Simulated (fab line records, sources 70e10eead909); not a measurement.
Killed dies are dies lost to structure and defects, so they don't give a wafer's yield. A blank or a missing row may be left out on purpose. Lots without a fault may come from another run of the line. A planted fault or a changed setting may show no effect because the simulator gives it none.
Which tool did it? | flow nand_harc | 7 lots, 21 wafers sampled, at 4 steps of a route of 1159

WHAT THE GAUGES READ, wafer by wafer
NHARC_A_CHANNEL_FILL_D1_INSPECT_13.
lot  | measured     | on                | raw_defect_count
L802 | day 10 17:25 | defect_inspect-02 | 265 222 331
L808 | day 11 16:34 | defect_inspect-02 | 372 200 142
L812 | day 13 04:11 | defect_inspect-02 | 345 431 313
L818 | day 14 08:14 | defect_inspect-02 | 464 315 326
L819 | day 14 20:31 | defect_inspect-02 | 318 340 252
L822 | day 15 11:43 | defect_inspect-02 | 380 177 190
L825 | day 16 15:50 | defect_inspect-01 | 405 334 149

WHICH TOOL RAN EACH LOT (tool, then ch and the chambers of the sampled wafers, then the start)
lot  | NHARC_A_CHANNEL_HOLE_D1_ETCH_25  | NHARC_A_CHANNEL_FILL_D1_ALD_25   | NHARC_A_CHANNEL_FILL_D1_ETCHBACK_08
L802 | har_etch-01 ch 0,1, day 8 12:58  | ald_hk-04 ch 0,1, day 10 05:32   | rie_diel-01 ch 0,1,3, day 10 11:08
L808 | har_etch-02 ch 0,1, day 9 14:44  | ald_hk-04 ch 1,2, day 11 05:10   | rie_diel-05 ch 1,2,3, day 11 10:02
L812 | har_etch-01 ch 0,1, day 10 23:14 | ald_hk-04 ch 0,1,3, day 12 16:53 | rie_diel-05 ch 1,2,3, day 12 21:52
L818 | har_etch-01 ch 0,1, day 12 05:49 | ald_hk-02 ch 0,1,3, day 13 20:20 | rie_diel-01 ch 1,2, day 14 01:52
L819 | har_etch-01 ch 0,1, day 12 14:59 | ald_hk-02 ch 0,1,2, day 14 08:35 | rie_diel-05 ch 0,2, day 14 14:10
L822 | har_etch-01 ch 0,1, day 13 08:40 | ald_hk-04 ch 2,3, day 14 23:28   | rie_diel-06 ch 0,1,2, day 15 05:03
L825 | har_etch-01 ch 0,1, day 14 13:13 | ald_hk-04 ch 0,1,2, day 16 03:50 | rie_diel-01 ch 0,1,2, day 16 09:29
- NHARC_A_CHANNEL_HOLE_D1_ETCH_25: etches the open film in C4F8/O2/Ar, time 1040.2 s, target depth 1500 nm.
- NHARC_A_CHANNEL_FILL_D1_ALD_25: deposits SiOx, target thk 60 nm, pulse time 10 s, ald cycles 600.
- NHARC_A_CHANNEL_FILL_D1_ETCHBACK_08: etches the open film in C4F8, target depth 220 nm, time 110 s.

THE ANSWER, worked out from the rows above alone
Rule: what is usual is taken from the lots themselves. Put in order of their means at a reading, lots are off if they are a third of the lots or fewer, leave a main group of 4 or more, and stand apart from it by a gap of 3 or more times the standard deviation of the main group's means; of several such gaps the widest counts. A main group whose means are all the same, to the digits that the tables above print for the reading, isn't used. A lot without any number at a reading at which 4 lots or more have one is off too. The other lots that the step has rows for count as sound.
No lot is off at any reading shown: from this, nothing can be told.

WHAT THE SIMULATOR HAD PUT IN
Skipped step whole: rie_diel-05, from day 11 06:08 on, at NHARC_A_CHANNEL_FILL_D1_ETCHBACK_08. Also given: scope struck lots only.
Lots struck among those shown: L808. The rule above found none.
